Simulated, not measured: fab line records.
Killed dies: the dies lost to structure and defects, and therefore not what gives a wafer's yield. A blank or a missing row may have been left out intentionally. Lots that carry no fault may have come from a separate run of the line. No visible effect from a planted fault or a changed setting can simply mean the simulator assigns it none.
fab line records	flow nand_harc
[record] lots = 8	wafers = 24	last_day = 25
route steps=1159 shown P_M2@339 P_BONDPAD@367 END@1159
lots that met no fault: taken from a fault-free run of the same line
start_h: hours from the record's first day to the start of the lot's first wafer shown	wait_h: how many hours have passed since the lot's step before this one	" repeats the value in the row above	L1.1+2: one row covering several wafers at once	- no value, or no start given	* or withheld: withheld	< > ~ a bound
route shown NAME@n: names a module that has steps shown in the file, with the first one's number in the route	usual: mean and standard deviation over wafers with no fault	same: alike in all rows	chamber/n: place in a boat	sites: per-site readings	_std_site: standard deviation across them	_edge_site: outer sites' mean less inner sites'	radius_mm: for every site, how far away it sits from the centre of the wafer	mask NAME#n: copy n	behind: the most recent tool/chamber to have shaped the wafer	hold: what put the lot on hold/how long, in hours/how the hold closed	device: whichever transistor did not switch (one of n, p or np)	end of line: tests run on the same wafers once the route is complete	a step given without rows: its recipe and nothing more	killed: count of dies lost to structure and defects at first sort (not the wafer's yield)	map: dies across one wafer; x = killed, . = not, _ = none there
set.NAME: the run value of the setting; set.NAME@STEP: its run value at that earlier step	model.NAME: the simulator's own value behind a step, which no gauge read
the route's steps for a sample of lots (tables are steps, rows are wafers)
services: from which hour (start_h, from the record's first day; less than 0 if before it) a tool's chamber was out of use, for how many hours, and why
[[steps]]
[step NHARC_P_M2_PRE_CLEAN_30]
[recipe] time_s = 30	temp_c = 280	gas = H2/He
[usual] heater_power_w = 403/33
lot.wafer	tool	chamber	start_h	wait_h	heater_power_w
L623.1	pvd_sputter-01	-	-	-	440
L623.2	"	-	"	"	397
L623.5	"	-	"	"	440
L624.3	pvd_sputter-03	-	-	-	386
L624.1	"	-	"	"	377
L624.6	"	-	"	"	382
L627.3	pvd_sputter-02	-	-	-	371
L627.2	"	-	"	"	415
L627.5	"	-	"	"	413
L633.3	pvd_sputter-02	-	-	-	436
L633.1	"	-	"	"	379
L633.2	"	-	"	"	414
L634.3	pvd_sputter-02	-	-	-	375
L634.1	"	-	"	"	441
L634.6	"	-	"	"	358
L636.4	pvd_sputter-01	-	-	-	424
L636.5	"	-	"	"	430
L636.6	"	-	"	"	381
L641.4	pvd_sputter-01	-	-	-	377
L641.3	"	-	"	"	478
L641.5	"	-	"	"	415
L646.3	pvd_sputter-01	-	-	-	427
L646.6	"	-	"	"	464
L646.5	"	-	"	"	440
[step NHARC_P_M2_PRE_CLEAN_32]
[recipe] time_s = 12	temp_c = 370	rf_power_w = 300	gas = NH3
[usual] heater_power_outer_w = 359/58	heater_power_w = 626/88
lot.wafer	tool	chamber	start_h	wait_h	heater_power_outer_w	heater_power_w	since_wet_clean_h
L623.2	pecvd-01	0	137.29	0.1	294	533	68
L623.1	"	1	"	"	435	741	68
L623.5	"	0	"	"	288	519	-
L624.1	pecvd-01	1	140.45	0.1	352	644	71
L624.3	"	1	"	"	346	642	-
L624.6	"	0	"	"	232	455	-
L627.2	pecvd-01	1	145.30	0.1	393	674	76
L627.3	"	1	"	"	377	685	-
L627.5	"	0	"	"	235	468	-
L633.1	pecvd-01	2	184.12	0.1	343	676	115
L633.3	"	0	"	"	257	492	115
L633.2	"	1	"	"	337	606	115
L634.1	pecvd-01	2	196.89	0.1	435	794	128
L634.3	"	0	"	"	257	506	128
L634.6	"	2	"	"	428	747	-
L636.4	pecvd-01	1	209.65	0.1	348	616	-
L636.5	"	2	"	"	403	757	-
L636.6	"	0	"	"	268	490	-
L641.3	pecvd-02	2	242.63	0.1	410	651	76
L641.4	"	1	"	"	325	558	-
L641.5	"	0	"	"	333	544	-
L646.3	pecvd-03	0	268.00	0.1	435	688	144
L646.5	"	1	"	"	435	726	-
L646.6	"	2	"	"	420	731	-
[step NHARC_P_BONDPAD_DESCUM_11]
[recipe] time_s = 3	o2_flow_sccm = 200	ar_flow_sccm = 0	bias_power_w = 0	chemistry = O2
[usual] drypump_motor_current_A = 5.8/0.6	oes_product_au = 0.998/0.0086	rf_vpp_V = 57.5/0.9	showerhead_plenum_p_Torr = 1.84/0.069	throttle_valve_pct = 11.312/0.0093
lot.wafer	tool	chamber	start_h	wait_h	drypump_motor_current_A	oes_product_au	rf_hours_counter_h	rf_vpp_V	showerhead_plenum_p_Torr	throttle_valve_pct
L623.1	rie_diel-04	1	139.44	-	5.2	1.014	1	56.4	1.93	11.332
L623.2	"	3	"	"	5.1	1.001	2	56.2	1.83	11.304
L623.5	"	2	"	"	5.8	1.000	-	57.6	1.79	11.317
L624.3	rie_diel-11	0	142.52	-	6.1	1.014	33	58.1	1.80	11.299
L624.1	"	2	"	"	6.0	1.007	30	58.0	1.94	11.327
L624.6	"	0	"	"	6.1	1.003	-	57.5	1.80	11.326
L627.3	rie_diel-11	0	147.41	-	6.1	0.994	33	57.8	1.80	11.311
L627.2	"	2	"	"	6.1	1.004	30	57.4	1.94	11.321
L627.5	"	0	"	"	6.1	0.998	-	57.7	1.80	11.313
L633.3	rie_diel-04	3	186.29	-	5.1	1.000	6	56.2	1.83	11.315
L633.2	"	0	"	"	6.6	0.995	6	57.2	1.78	11.307
L633.1	"	2	"	"	5.8	0.999	7	57.7	1.79	11.316
L634.3	rie_diel-04	0	199.00	-	6.6	1.000	7	57.8	1.78	11.327
L634.1	"	3	"	"	5.1	1.005	7	56.5	1.83	11.312
L634.6	"	0	"	"	6.6	0.988	-	58.7	1.78	11.316
L636.4	rie_diel-12	1	211.78	-	6.5	0.993	0	57.6	1.79	11.331
L636.6	"	1	"	"	6.5	0.994	-	54.7	1.79	11.320
L636.5	"	2	"	"	6.7	1.001	-	59.2	2.02	11.315
L641.4	rie_diel-11	0	244.52	-	6.1	0.988	3	57.0	1.79	11.312
L641.3	"	1	"	"	6.1	0.986	3	58.1	1.89	11.302
L641.5	"	0	"	"	6.1	0.989	-	58.8	1.79	11.314
L646.3	rie_diel-04	3	269.94	-	5.1	0.991	13	56.4	1.83	11.305
L646.6	"	3	"	"	5.1	1.004	-	56.5	1.83	11.304
L646.5	"	0	"	"	6.6	0.984	-	57.6	1.78	11.323
[step NHARC_P_BONDPAD_ETCH_12]
[recipe] target_depth_a = 2000	time_s = 100	chf3_flow_sccm = 50	o2_flow_sccm = 10	ar_flow_sccm = 200	rf_w = 500	bias_w = 200	chemistry = CHF3/O2
[usual] drypump_motor_current_A = 5.8/0.58	oes_product_au = 0.931/0.02	rf_fwd_power_W = 496.9/1.5	rf_vpp_V = 368.7/2	showerhead_plenum_p_Torr = 2.32/0.083	throttle_valve_pct = 20.572/0.0085
lot.wafer	tool	chamber	start_h	wait_h	drypump_motor_current_A	oes_product_au	rf_fwd_power_W	rf_hours_counter_h	rf_vpp_V	showerhead_plenum_p_Torr	throttle_valve_pct
L623.1	rie_diel-04	1	139.64	-	5.2	0.964	496.9	1	369.6	2.42	20.577
L623.2	"	2	"	"	5.8	0.960	498.5	2	366.9	2.25	20.562
L623.5	"	3	"	"	5.1	0.970	497.2	-	368.1	2.30	20.570
L624.1	rie_diel-11	3	142.70	-	6.5	0.947	498.9	32	372.7	2.47	20.559
L624.3	"	1	"	"	6.1	0.928	494.5	32	370.4	2.39	20.562
L624.6	"	2	"	"	6.1	0.946	496.2	-	371.5	2.44	20.578
L627.2	rie_diel-11	1	147.59	-	6.1	0.935	497.2	32	370.7	2.39	20.583
L627.3	"	2	"	"	6.0	0.934	496.4	30	372.7	2.44	20.576
L627.5	"	1	"	"	6.1	0.930	496.4	-	371.2	2.39	20.579
L633.2	rie_diel-04	0	186.63	-	6.6	1.169	699.4	6	367.1	2.24	20.568
L633.3	"	1	"	"	5.2	0.955	498.0	6	371.2	2.42	20.569
L633.1	"	2	"	"	5.8	0.950	498.0	7	367.5	2.25	20.557
L634.1	rie_diel-04	0	199.18	-	6.6	1.115	696.1	7	367.3	2.24	20.589
L634.3	"	3	"	"	5.1	0.928	497.9	7	368.9	2.30	20.577
L634.6	"	1	"	"	5.2	0.923	498.1	-	371.7	2.42	20.569
L636.4	rie_diel-12	0	211.96	-	5.8	0.966	493.9	0	373.9	2.48	20.571
L636.6	"	0	"	"	5.8	0.964	494.8	-	372.6	2.48	20.562
L636.5	"	1	"	"	6.5	0.952	497.1	-	366.7	2.25	20.572
L641.4	rie_diel-11	2	244.71	-	6.1	0.975	496.5	4	373.0	2.42	20.582
L641.3	"	3	"	"	6.6	0.980	496.4	4	372.4	2.46	20.562
L641.5	"	0	"	"	6.1	0.950	494.6	-	367.6	2.26	20.555
L646.3	rie_diel-04	2	270.14	-	5.8	0.932	496.6	14	366.3	2.25	20.573
L646.6	"	3	"	"	5.1	0.924	492.8	-	366.8	2.30	20.569
L646.5	"	0	"	"	6.6	0.915	497.2	-	367.4	2.24	20.585
[step NHARC_END_SORT_01]
[recipe] temp_c = 25
[usual] defect_limited_yield = 95.2/1.6	killed_at_array = 29/11	killed_at_other = 0.6/0.75	killed_at_periphery = 3.1/2.1	killed_dies = 32/11	killed_open = 3.0/1.8	killed_short = 1.8/1.3	sort_bin_2_pct = 1.5/0.7	sort_bin_3_pct = 0.26/0.22	sort_bin_4_pct = 3.0/1	sort_n_pass = 645/11	sort_rim_yield_pct = 94.9/3	sort_yield_pct = 95.2/1.6
[same] gross_dies = 677	sort_bin_5_pct[%] = 0	sort_bin_6_pct[%] = 0	sort_bin_7_pct[%] = 0	sort_bin_8_pct[%] = 0	sort_rim_n_gross = 106.00
lot.wafer	tool	chamber	start_h	wait_h	defect_limited_yield[%]	killed_at_array	killed_at_other	killed_at_periphery	killed_dies	killed_open	killed_short	sort_bin_2_pct[%]	sort_bin_3_pct[%]	sort_bin_4_pct[%]	sort_n_pass	sort_rim_yield_pct[%]	sort_yield_pct[%]
L627.2	prober-01	0	451.94	2.8	96.0	25	1	1	27	1	0	1.6	0	2.4	650	98.1	96.0
L627.3	prober-01	0	452.74	3.1	93.8	40	1	1	42	3	1	1.6	0.30	4.3	635	96.2	93.8
L627.5	prober-01	0	454.33	3.7	95.1	32	0	1	33	2	1	1.3	0.59	3.0	644	91.5	95.1
// killed by level:class
L627.2 A_SLIT:chamber_film_flake=13 A_CHANNEL_HOLE_D1:chamber_film_flake=8 A_CONTACT:chamber_film_flake=2 A_WL_FILL:geometric_particle:open=1 P_STI:chamber_film_flake=1 A_WL_FILL:chamber_film_flake=1 THIN_TSV:chamber_film_flake=1
L627.3 A_SLIT:chamber_film_flake=14 A_CHANNEL_HOLE_D1:chamber_film_flake=13 A_WL_FILL:chamber_film_flake=8 A_CONTACT:chamber_film_flake=2 P_GATE:geometric_particle:open=1 A_CONTACT:geometric_particle:open=1 A_BLC:geometric_particle:open=1 A_M0:geometric_particle:short=1
L627.5 A_CHANNEL_HOLE_D1:chamber_film_flake=15 A_SLIT:chamber_film_flake=12 A_CHANNEL_FILL_D1:geometric_particle:short=1 A_BLC:geometric_particle:open=1 A_M0:geometric_particle:open=1 P_ZERO_WELL:chamber_film_flake=1 A_WL_FILL:chamber_film_flake=1 A_CONTACT:chamber_film_flake=1
[[services]]
tool	chamber	start_h	hours	kind
rie_diel-04	-	111.90	9.0	pm
pecvd-01	2	124.68	12.8	repair
pecvd-02	-	124.89	0.5	repair
pecvd-01	2	137.55	13.5	repair
rie_diel-11	1	139.03	2.7	repair
pvd_sputter-02	-	149.12	3.9	repair
rie_diel-12	-	150.90	1.2	repair
pecvd-02	-	153.44	13.0	pm
pecvd-01	2	157.18	8.7	repair
pvd_sputter-01	-	158.00	10.0	pm
pvd_sputter-03	-	158.16	9.6	repair
pecvd-01	-	167.42	7.7	repair
rie_diel-11	0	190.93	4.3	repair
pvd_sputter-01	-	193.70	1.8	repair
rie_diel-12	-	202.62	9.0	pm
rie_diel-04	0	205.54	2.6	repair
pvd_sputter-02	-	215.38	10.0	pm
rie_diel-11	1	216.08	4.8	repair
rie_diel-11	-	221.64	9.0	pm
pecvd-01	-	237.16	13.0	pm
rie_diel-12	-	237.91	0.1	repair
pvd_sputter-01	-	244.65	1.8	repair
rie_diel-12	0	264.66	8.8	repair
rie_diel-12	3	265.34	5.5	repair
[[key]]
[first_sign] step = NHARC_P_BONDPAD_ETCH_12	reading = rf_fwd_power_W	direction = up	sigmas = 99+	usual = *	struck = *
[effect] step = NHARC_P_BONDPAD_ETCH_12	reading = oes_product_au	direction = up	sigmas = 11	usual = 0.931	struck = 1.142
met_at NHARC_P_BONDPAD_ETCH_12
struck_lots L633,L634
struck_wafers L633.2,L634.1
not_acting_at NHARC_P_M2_PRE_CLEAN_30,NHARC_P_M2_PRE_CLEAN_32,NHARC_P_BONDPAD_DESCUM_11
[fault] kind = process_parameter_drift	tool = rie_diel-04	chamber = 0	onset_h = 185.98	steps = NHARC_P_BONDPAD_ETCH_12	channel = rf_w	offset = *	shape = step	end_h = 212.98	acts_in = *	stated = *
